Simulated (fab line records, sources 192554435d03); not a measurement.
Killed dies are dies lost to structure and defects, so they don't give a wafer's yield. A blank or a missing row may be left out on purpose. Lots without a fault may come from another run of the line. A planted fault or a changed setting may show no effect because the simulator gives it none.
A struck lot beside a sound one | flow n5_finfet | 15 steps out of a route of 1938
Sound: wafers L275.1, L275.3, L275.4. Struck: wafers L289.1, L289.3, L289.4. The cause comes at the end.
At each step with rows: each side's tool, then ch and its chambers, then its first start. Under that, the readings that differ: sound wafers | struck wafers | difference of the means | sigmas: that difference in standard deviations of wafers without a fault.
alike: readings whose means differ by less than 2 such deviations, and words and numbers that are the same on both sides. not compared: withheld readings, readings that some wafer has no value for, bounds like >300 that may hide the same value, and numbers for which the record gives no deviation and whose values overlap.
The two part at a step that has a row with sigmas, a row that says differs or no value, or rows on one side only. Numbers that don't overlap but have no deviation are shown without sigmas and don't part them. A reading that every wafer of one side lacks parts them only if that side has two wafers or more.

first, 1 step without rows for these wafers: N5_BEOL_M15_HARDBAKE_14 (time 120 s).
N5_BEOL_M15_CD_MEAS_10: target cd 360 nm.
  sound on cd_sem-01 ch 0, day 12 00:05; struck on cd_sem-01 ch 0, day 15 10:02
  alike: cd_nm
N5_BEOL_M15_OVL_MEAS_11:
  sound on overlay-02 ch 0, day 12 00:07; struck on overlay-02 ch 0, day 15 10:04
  alike: V14_OVL
N5_BEOL_M15_INSPECT_12: inspects for defects (macro).
  sound on defect_inspect-01, day 12 00:08; struck on defect_inspect-02, day 15 10:05
  alike: raw_defect_count
N5_BEOL_M15_DESCUM_15: chemistry O2, time 7.9 s.
  sound on rie_diel-06 ch 0,1,3, day 12 00:10; struck on rie_diel-03 ch 2,3, day 15 10:08
  alike: drypump_motor_current_A, oes_product_au, rf_vpp_V, showerhead_plenum_p_Torr, temp_c, throttle_valve_pct
  not compared: rf_hours_counter_h
N5_BEOL_M15_ETCH_59: etches BARC in N2/H2, target depth 89 nm, overetch 26.7 nm, time 67.9 s.
  sound on rie_diel-06 ch 0,1,3, day 12 00:12; struck on rie_diel-03 ch 2,3, day 15 10:10
  alike: drypump_motor_current_A, n2_flow_sccm, oes_product_au, rf_vpp_V, showerhead_plenum_p_Torr, throttle_valve_pct
  not compared: rf_hours_counter_h
then, 1 step without rows for these wafers: N5_BEOL_M15_VIA_ETCH_16 (etches SiO2 in C4F8/O2/Ar, target depth 1792.2 nm).
N5_BEOL_M15_STRIP_63: strips in O2.
  sound on rie_diel-06 ch 0,1,3; struck on rie_diel-03 ch 2,3
  alike: drypump_motor_current_A, oes_product_au, rf_vpp_V, showerhead_plenum_p_Torr, temp_c, throttle_valve_pct
  not compared: rf_hours_counter_h
N5_BEOL_M15_STRIP_64: strips in O2.
  sound on rie_diel-06 ch 0,1,3; struck on rie_diel-03 ch 2,3
  alike: drypump_motor_current_A, oes_product_au, rf_vpp_V, showerhead_plenum_p_Torr, temp_c, throttle_valve_pct
  not compared: rf_hours_counter_h
then, 2 steps without rows for these wafers: N5_BEOL_M15_STRIP_65 (strips in post etch residue remover, time 60 s); N5_BEOL_M15_SRD_66 (time 30 s, dry time 30 s).
N5_BEOL_M15_CD_MEAS_17: target cd 360 nm.
  sound on cd_sem-02, day 12 00:40; struck on cd_sem-01, day 15 10:37
  alike: cd_nm
N5_BEOL_M15_COAT_56: time 60 s, resist thk 550 nm.
  sound on litho_track-01 ch 0, day 12 00:42; struck on litho_track-01 ch 0, day 15 10:40
  reading                                   | sound                | struck               | difference | sigmas
  spin_speed_rpm (rpm)                      | 1501.4 1503.2 1500.1 | 1564.6 1569.6 1569.5 | +66.3      | +55
  model.SOC_of_BEOL_M15_COAT_56.thk_nm (nm) | 548.6 546 547.6      | 537.6 536.4 538.8    | -9.8       |
N5_BEOL_M15_ETCH_57: etches SOC in N2/H2, time 750 s.
  sound on rie_diel-06 ch 0,1,2, day 12 00:46; struck on rie_diel-06 ch 0,2,3, day 15 10:43
  alike: drypump_motor_current_A, n2_flow_sccm, oes_product_au, rf_vpp_V, showerhead_plenum_p_Torr, throttle_valve_pct
  not compared: rf_hours_counter_h
N5_PASSIVATION_PROBE_49:
  the record has rows for the sound wafers here (prober-01, day 12 18:40) and none for the struck ones

WHERE THEY PART
First at N5_BEOL_M15_COAT_56; last, within this record, at N5_PASSIVATION_PROBE_49.

WHY: what the simulator had put in
Process parameter drift: litho_track-01, from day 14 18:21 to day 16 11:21, at N5_BEOL_M15_COAT_56. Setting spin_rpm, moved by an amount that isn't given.
